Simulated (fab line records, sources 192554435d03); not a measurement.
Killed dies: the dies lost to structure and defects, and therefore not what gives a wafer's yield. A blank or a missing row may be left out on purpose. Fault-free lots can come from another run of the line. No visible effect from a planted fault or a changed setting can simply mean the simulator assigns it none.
fab line records | flow n5-finfet | part 2 of 2: steps 5 to 6 of 6
record: lots: 19 | wafers: 57 | last-day: 19
route steps=1938 shown STI_FIN_REVEAL@189 DUMMY_GATE@234 SD_EPI_N@270
lots untouched by any fault: they come from a run of this same line in which no faults occurred
start-h: hours from the record's first day to the start of the lot's first wafer shown | wait-h: hours from the lot's prior step to this one | " identical to the entry in the row above | L1.1+2: a single row standing in for several wafers | - no value, or no start given | * or withheld: withheld | < > ~ a bound
route shown NAME@n: names a module that has steps shown in the file, with the first one's number in the route | usual: mean and standard deviation over wafers with no fault | same: alike in all rows | chamber/n: place in a boat | sites: each site's reading | _std_site: standard deviation of those values | _edge_site: inner sites' mean taken away from outer sites' mean | radius-mm: for every site, how far away it sits from the centre of the wafer | mask NAME#n: copy n | behind: tool/chamber where the wafer was last shaped | hold: what put the lot on hold/how long, in hours/how the hold closed | device: the n, p or np transistor that did not switch | end of line: at the end of the route, the tests of the same wafers | a step without rows: its recipe alone | killed: dies that structure and defects cost at the first sort, which is not the same as the wafer's yield | map: dies across one wafer; x = killed, . = not, _ = none there
set.NAME: the setting as run; set.NAME@STEP: as run at that earlier step | model.NAME: the simulator's own value behind a step, which no gauge read
a sample of lots followed through the steps of the route, with each step as a table and each wafer as a row
services: when a tool's chamber went out of use (start-h, in hours from the record's first day, below 0 if earlier), for how many hours, and the reason
== steps ==
step: N5_DUMMY_GATE_HM_OPEN_21
recipe: chemistry: CH3F/O2 | target: SiNx | target-depth-a: 1200 | Ar_flow_sccm: 150 | CH3F_flow_sccm: 30 | O2_flow_sccm: 23 | time-s: 171.4 | pressure-mtorr: 30 | source-w: 395 | bias-w: 73 | ion-energy-ev: 120.7
usual: bias-w: 73.01/0.21 | drypump-motor-current-A: 5.8/0.58 | oes_o_777_au: 0.82/0.089 | oes-product-au: 0.82/0.09 | rf-fwd-power-W: 393.7/1.2 | rf-vpp-V: 299/5.7 | showerhead-plenum-p-Torr: 2.01/0.059 | throttle-valve-pct: 16.44/0.2
lot.wafer | tool        | chamber | start-h | wait-h | bias-w | drypump-motor-current-A | oes_o_777_au | oes-product-au | rf-fwd-power-W | rf-hours-counter-h | rf-vpp-V | showerhead-plenum-p-Torr | throttle-valve-pct
L074.1    | rie-diel-02 | 2       | 47.60   | 0.0    | 72.72  | 6.5                     | 0.85         | 0.85           | 395.1          | 38                 | 290      | 1.99                     | 16.26
L074.3    | "           | 3       | "       | "      | 72.87  | 6.8                     | 0.86         | 0.85           | 393.5          | 57                 | 304      | 1.97                     | 16.70
L074.5    | "           | 2       | "       | "      | 72.50  | 6.5                     | 0.85         | 0.85           | 393.9          | -                  | 290      | 1.98                     | 16.26
L075.1    | rie-diel-02 | 1       | 52.86   | 0.0    | 73.25  | 6.4                     | 0.80         | 0.78           | 392.4          | 122                | 304      | 2.10                     | 16.09
L075.3    | "           | 0       | "       | "      | 72.85  | 5.4                     | 0.93         | 0.96           | 392.6          | 13                 | 305      | 2.05                     | 16.08
L075.6    | "           | 2       | "       | "      | 73.47  | 6.5                     | 0.85         | 0.85           | 393.4          | -                  | 290      | 1.98                     | 16.28
L076.2    | rie-diel-04 | 3       | 59.53   | 0.0    | 72.84  | 5.6                     | 0.82         | 0.82           | 393.1          | 91                 | 296      | 1.96                     | 16.49
L076.3    | "           | 1       | "       | "      | 73.17  | 5.1                     | 1.00         | 0.98           | 395.4          | 2                  | 300      | 2.05                     | 16.37
L076.5    | "           | 2       | "       | "      | 73.00  | 5.2                     | 0.71         | 0.72           | 395.5          | -                  | 297      | 1.93                     | 16.48
L077.2    | rie-diel-06 | 3       | 66.33   | 0.0    | 72.92  | 4.9                     | 0.75         | 0.77           | 390.4          | 119                | 306      | 2.04                     | 16.53
L077.4    | "           | 1       | "       | "      | 73.10  | 6.0                     | 0.73         | 0.72           | 396.2          | 169                | 299      | 2.09                     | 16.69
L077.6    | "           | 1       | "       | "      | 73.40  | 6.0                     | 0.74         | 0.72           | 394.5          | -                  | 300      | 2.09                     | 16.68
L079.1    | rie-diel-04 | 3       | 77.22   | 0.0    | 72.88  | 5.6                     | 0.82         | 0.81           | 394.1          | 94                 | 296      | 1.96                     | 16.50
L079.2    | "           | 0       | "       | "      | 73.06  | 6.0                     | 1.00         | 1.02           | 393.7          | 0                  | 304      | 2.00                     | 16.27
L079.4    | "           | 1       | "       | "      | 72.98  | 5.1                     | 0.97         | 0.96           | 395.0          | 9                  | 301      | 2.05                     | 16.36
L080.1    | rie-diel-02 | 3       | 84.34   | 0.0    | 73.21  | 6.8                     | 0.85         | 0.84           | 394.2          | 67                 | 305      | 1.97                     | 16.73
L080.3    | "           | 0       | "       | "      | 72.85  | 5.4                     | 0.92         | 0.93           | 391.7          | 22                 | 303      | 2.04                     | 16.09
L080.4    | "           | 2       | "       | "      | 73.19  | 6.5                     | 0.84         | 0.83           | 394.5          | 48                 | 289      | 1.98                     | 16.29
L081.2    | rie-diel-06 | 1       | 87.50   | 0.0    | 73.12  | 6.0                     | 0.73         | 0.71           | 391.7          | 174                | 299      | 2.09                     | 16.72
L081.4    | "           | 3       | "       | "      | 72.94  | 4.9                     | 0.75         | 0.76           | 392.4          | 124                | 306      | 2.04                     | 16.54
L081.6    | "           | 1       | "       | "      | 73.07  | 6.0                     | 0.73         | 0.72           | 392.8          | -                  | 299      | 2.09                     | 16.70
L082.1    | rie-diel-04 | 1       | 96.66   | 0.0    | 73.14  | 5.1                     | 0.95         | 0.94           | 395.2          | 14                 | 301      | 2.05                     | 16.39
L082.4    | "           | 0       | "       | "      | 73.07  | 6.0                     | 0.97         | 1.00           | 392.7          | 6                  | 303      | 2.00                     | 16.29
L082.6    | "           | 0       | "       | "      | 73.58  | 6.0                     | 0.97         | 1.00           | 392.5          | -                  | 305      | 2.00                     | 16.30
L083.1    | rie-diel-06 | 1       | 103.33  | 0.0    | 72.86  | 6.0                     | 0.72         | 0.72           | 394.0          | 178                | 300      | 2.09                     | 16.71
L083.2    | "           | 3       | "       | "      | 73.09  | 5.0                     | 0.73         | 0.76           | 393.1          | 129                | 307      | 2.03                     | 16.54
L083.5    | "           | 1       | "       | "      | 72.83  | 6.0                     | 0.73         | 0.72           | 393.5          | -                  | 300      | 2.09                     | 16.72
L087.3    | rie-diel-04 | 0       | 125.33  | 0.0    | 73.20  | 6.0                     | 0.94         | 0.96           | 393.4          | 13                 | 303      | 1.99                     | 16.29
L087.4    | "           | 2       | "       | "      | 73.02  | 5.2                     | 0.70         | 0.71           | 395.3          | 179                | 299      | 1.92                     | 16.51
L087.5    | "           | 1       | "       | "      | 73.08  | 5.1                     | 0.94         | 0.92           | 393.6          | -                  | 302      | 2.05                     | 16.39
L088.1    | rie-diel-06 | 2       | 129.55  | 0.0    | 73.28  | 5.7                     | 0.80         | 0.78           | 393.8          | 122                | 288      | 1.93                     | 16.51
L088.2    | "           | 3       | "       | "      | 73.45  | 4.9                     | 0.73         | 0.75           | 392.4          | 137                | 306      | 2.03                     | 16.54
L088.5    | "           | 3       | "       | "      | 73.27  | 4.9                     | 0.72         | 0.75           | 392.7          | -                  | 305      | 2.03                     | 16.56
L089.1    | rie-diel-04 | 0       | 135.24  | 0.0    | 73.20  | 6.0                     | 0.93         | 0.95           | 392.4          | 17                 | 305      | 1.99                     | 16.31
L089.2    | "           | 1       | "       | "      | 72.66  | 5.1                     | 0.92         | 0.91           | 395.1          | 25                 | 299      | 2.05                     | 16.38
L089.4    | "           | 2       | "       | "      | 72.92  | 5.2                     | 0.70         | 0.71           | 394.3          | 182                | 297      | 1.92                     | 16.50
L090.1    | rie-diel-02 | 1       | 141.42  | 0.0    | 73.14  | 6.4                     | 0.77         | 0.76           | 394.0          | 149                | 304      | 2.09                     | 16.13
L090.4    | "           | 3       | "       | "      | 72.69  | 6.8                     | 0.84         | 0.82           | 393.7          | 80                 | 305      | 1.97                     | 16.77
L090.6    | "           | 3       | "       | "      | 72.96  | 6.8                     | 0.84         | 0.82           | 394.2          | -                  | 304      | 1.97                     | 16.76
L092.2    | rie-diel-06 | 1       | 155.41  | 0.0    | 73.13  | 6.0                     | 0.71         | 0.70           | 395.2          | 194                | 300      | 2.08                     | 16.73
L092.3    | "           | 0       | "       | "      | 73.02  | 6.5                     | 0.96         | 0.95           | 392.0          | 6                  | 296      | 2.06                     | 16.22
L092.5    | "           | 3       | "       | "      | 73.28  | 4.9                     | 0.72         | 0.74           | 393.9          | -                  | 306      | 2.03                     | 16.57
L093.2    | rie-diel-06 | 2       | 162.25  | 0.0    | 72.90  | 5.7                     | 0.80         | 0.77           | 392.3          | 132                | 288      | 1.93                     | 16.53
L093.4    | "           | 2       | "       | "      | 72.66  | 5.7                     | 0.80         | 0.77           | 392.5          | -                  | 289      | 1.93                     | 16.53
L093.6    | "           | 3       | "       | "      | 73.31  | 4.9                     | 0.72         | 0.74           | 393.2          | -                  | 307      | 2.03                     | 16.58
L094.3    | rie-diel-04 | 0       | 167.70  | 0.0    | 73.06  | 5.9                     | 0.91         | 0.93           | 394.1          | 26                 | 304      | 1.99                     | 16.34
L094.4    | "           | 3       | "       | "      | 73.00  | 5.6                     | 0.79         | 0.79           | 392.1          | 121                | 295      | 1.95                     | 16.54
L094.5    | "           | 3       | "       | "      | 72.86  | 5.6                     | 0.79         | 0.79           | 393.6          | -                  | 296      | 1.95                     | 16.55
L095.1    | rie-diel-06 | 1       | 172.03  | 0.0    | 73.11  | 6.0                     | 0.71         | 0.70           | 393.4          | 196                | 298      | 2.08                     | 16.75
L095.3    | "           | 2       | "       | "      | 72.87  | 5.7                     | 0.80         | 0.77           | 394.1          | 135                | 289      | 1.93                     | 16.52
L095.4    | "           | 0       | "       | "      | 73.37  | 6.5                     | 0.94         | 0.93           | 393.4          | 11                 | 298      | 2.06                     | 16.22
L096.1    | rie-diel-06 | 1       | 183.88  | 0.0    | 72.97  | 6.0                     | 0.71         | 0.71           | 391.8          | 199                | 298      | 2.08                     | 16.75
L096.3    | "           | 2       | "       | "      | 73.10  | 5.7                     | 0.79         | 0.77           | 394.8          | 138                | 289      | 1.93                     | 16.53
L096.4    | "           | 0       | "       | "      | 72.85  | 6.5                     | 0.93         | 0.93           | 392.8          | 14                 | 299      | 2.06                     | 16.23
L097.1    | rie-diel-04 | 0       | 185.57  | 0.0    | 72.87  | 6.0                     | 0.90         | 0.92           | 394.6          | 32                 | 305      | 1.99                     | 16.34
L097.3    | "           | 1       | "       | "      | 73.41  | 5.1                     | 0.90         | 0.89           | 394.3          | 41                 | 301      | 2.04                     | 16.44
L097.6    | "           | 3       | "       | "      | 73.28  | 5.6                     | 0.79         | 0.78           | 395.5          | -                  | 295      | 1.95                     | 16.57
step: N5_SD_EPI_N_CD_MEAS_09
recipe: target-cd-nm: 120 | landing-energy-ev: 500 | detector: se-inlens
usual: cd-nm: 119.8/0.62
lot.wafer | tool      | chamber | start-h | wait-h | cd-nm
L074.1    | cd-sem-01 | 0       | 49.49   | -      | 119.6
L074.3    | "         | 0       | "       | "      | 120.9
L074.5    | "         | 0       | "       | "      | 120.9
L075.1    | cd-sem-02 | 0       | 54.52   | -      | 120.8
L075.3    | "         | 0       | "       | "      | 119.3
L075.6    | "         | 0       | "       | "      | 119.6
L076.2    | cd-sem-02 | 0       | 61.18   | -      | 119.8
L076.3    | "         | 0       | "       | "      | 119.6
L076.5    | "         | 0       | "       | "      | 120.2
L077.2    | cd-sem-02 | 0       | 67.96   | -      | 118.9
L077.4    | "         | 0       | "       | "      | 119.2
L077.6    | "         | 0       | "       | "      | 120.6
L079.1    | cd-sem-03 | 0       | 79.16   | -      | 120.0
L079.2    | "         | 0       | "       | "      | 119.8
L079.4    | "         | 0       | "       | "      | 120.7
L080.1    | cd-sem-01 | 0       | 86.06   | -      | 120.4
L080.3    | "         | 0       | "       | "      | 118.7
L080.4    | "         | 0       | "       | "      | 118.8
L081.2    | cd-sem-02 | 0       | 89.15   | -      | 119.5
L081.4    | "         | 0       | "       | "      | 118.6
L081.6    | "         | 0       | "       | "      | 119.7
L082.1    | cd-sem-01 | 0       | 98.48   | -      | 119.7
L082.4    | "         | 0       | "       | "      | 120.7
L082.6    | "         | 0       | "       | "      | 119.8
L083.1    | cd-sem-02 | 0       | 104.95  | -      | 118.7
L083.2    | "         | 0       | "       | "      | 119.9
L083.5    | "         | 0       | "       | "      | 119.5
L087.3    | cd-sem-01 | 0       | 127.14  | -      | 120.2
L087.4    | "         | 0       | "       | "      | 118.3
L087.5    | "         | 0       | "       | "      | 119.3
L088.1    | cd-sem-01 | 0       | 131.20  | -      | 120.4
L088.2    | "         | 0       | "       | "      | 121.1
L088.5    | "         | 0       | "       | "      | 121.2
L089.1    | cd-sem-03 | 0       | 136.89  | -      | 119.7
L089.2    | "         | 0       | "       | "      | 118.7
L089.4    | "         | 0       | "       | "      | 118.4
L090.1    | cd-sem-02 | 0       | 142.94  | -      | 119.6
L090.4    | "         | 0       | "       | "      | 119.6
L090.6    | "         | 0       | "       | "      | 120.5
L092.2    | cd-sem-02 | 0       | 157.29  | -      | 120.9
L092.3    | "         | 0       | "       | "      | 119.1
L092.5    | "         | 0       | "       | "      | 119.7
L093.2    | cd-sem-01 | 0       | 163.91  | -      | 119.9
L093.4    | "         | 0       | "       | "      | 120.3
L093.6    | "         | 0       | "       | "      | 119.9
L094.3    | cd-sem-01 | 0       | 169.52  | -      | 119.8
L094.4    | "         | 0       | "       | "      | 119.9
L094.5    | "         | 0       | "       | "      | 120.3
L095.1    | cd-sem-02 | 0       | 173.67  | -      | 118.9
L095.3    | "         | 0       | "       | "      | 120.6
L095.4    | "         | 0       | "       | "      | 120.3
L096.1    | cd-sem-02 | 0       | 185.53  | -      | 120.0
L096.3    | "         | 0       | "       | "      | 121.0
L096.4    | "         | 0       | "       | "      | 121.1
L097.1    | cd-sem-03 | 0       | 187.24  | -      | 119.9
L097.3    | "         | 0       | "       | "      | 120.0
L097.6    | "         | 0       | "       | "      | 119.9
== services ==
tool        | chamber | start-h | hours | kind
rie-diel-04 | 0       | 17.51   | 10.0  | repair
rie-diel-04 | 2       | 25.21   | 8.7   | repair
rie-diel-04 | 1       | 34.29   | -     | clean
rie-diel-04 | 1       | 34.29   | -     | consumable-replace:focus-ring
rie-diel-04 | 1       | 34.29   | 16.9  | scheduled-down
rie-diel-04 | 1       | 34.29   | 16.9  | vent-cycle
rie-diel-04 | 0       | 51.30   | -     | clean
rie-diel-04 | 0       | 51.30   | -     | consumable-replace:esc
rie-diel-04 | 0       | 51.30   | -     | consumable-replace:focus-ring
rie-diel-04 | 0       | 51.30   | 25.3  | scheduled-down
rie-diel-04 | 0       | 51.30   | 25.3  | vent-cycle
rie-diel-04 | 3       | 65.13   | 6.8   | repair
rie-diel-06 | 0       | 116.68  | -     | clean
rie-diel-06 | 0       | 116.68  | -     | consumable-replace:focus-ring
rie-diel-06 | 0       | 116.68  | 24.2  | scheduled-down
rie-diel-06 | 0       | 116.68  | 24.2  | vent-cycle
rie-diel-02 | 3       | 119.82  | 11.3  | repair
rie-diel-02 | -       | 136.73  | 2.7   | repair
rie-diel-04 | -       | 153.50  | 0.6   | repair
rie-diel-06 | 1       | 160.12  | 7.3   | repair
